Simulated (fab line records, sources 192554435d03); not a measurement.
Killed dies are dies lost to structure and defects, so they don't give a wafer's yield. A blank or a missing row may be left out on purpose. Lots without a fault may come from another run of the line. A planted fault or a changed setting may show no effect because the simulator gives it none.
Chamber matching | flow n5_finfet | N5_ILD0_LINER_00 on ald_sin-01: 4 sister chambers
The step material SiNx, target thk 4 nm, pulse time 1 s, purge time 2 s. 14 wafers are shown with their chamber, then 7 later ones without.

WAFERS WITH THEIR CHAMBER
wafer  | chamber | heater_power_outer_w (W) | heater_power_w (W) | precursor_pulse_height_rel
L560.2 | 2       | 520                      | 891                | 1.048
L560.4 | 3       | 422                      | 751                | 1.024
L560.6 | 2       | 515                      | 912                | 0.994
L563.1 | 1       | 473                      | 755                | 0.985
L563.2 | 2       | 520                      | 944                | 0.965
L563.6 | 2       | 534                      | 939                | 1.021
L568.3 | 0       | 601                      | 915                | 0.985
L568.5 | 0       | 590                      | 934                | 0.996
L568.6 | 1       | 479                      | 743                | 1.024
L570.1 | 3       | 415                      | 759                | 1.006
L570.3 | 0       | 627                      | 946                | 1.011
L570.6 | 0       | 612                      | 943                | 0.989
L575.2 | 3       | 405                      | 742                | 1.020
L575.5 | 0       | 604                      | 946                | 0.980

SIGNATURES (means of the wafers above)
reading                    | chamber 0 | chamber 1 | chamber 2 | chamber 3 | scatter within a chamber
heater_power_outer_w       | 606.80    | 476.00    | 522.25    | 414.00    | 10.6
heater_power_w             | 936.80    | 749.00    | 921.50    | 750.67    | 16.6
precursor_pulse_height_rel | 0.99220   | 1.00450   | 1.00700   | 1.01667   | 0.0231
Rule: a wafer's distance from a chamber is the root of the sum, over the readings, of the square of ((its reading less the chamber's mean) divided by the reading's scatter). The wafer belongs to the nearest chamber; if the next one is less than 2 further off, it can't be placed. The scatter: the root of (the sum of the squares of (reading less its chamber's mean) over the shown wafers, divided by (wafers less chambers)).

WAFERS WITHOUT THEIR CHAMBER
wafer  | heater_power_outer_w (W) | heater_power_w (W) | precursor_pulse_height_rel
L575.6 | 406                      | 755                | 1.013
L577.2 | 604                      | 943                | 1.010
L577.3 | 525                      | 929                | 1.000
L577.5 | 418                      | 748                | 0.991
L581.3 | 477                      | 721                | 1.005
L581.5 | 496                      | 862                | 1.005
L581.6 | 434                      | 780                | 1.018

WHICH CHAMBER EACH WENT THROUGH
wafer  | from the rows above     | in truth
L575.6 | 3                       | 3
L577.2 | 0                       | 0
L577.3 | 2                       | 2
L577.5 | 3                       | 3
L581.3 | 1                       | 1
L581.5 | 2                       | 2
L581.6 | can't be placed: 3 or 1 | 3
Placed correctly: 6 of 7. Can't be placed from these rows: 1 (the true chamber is among the candidates in 1). Placed wrongly: 0.
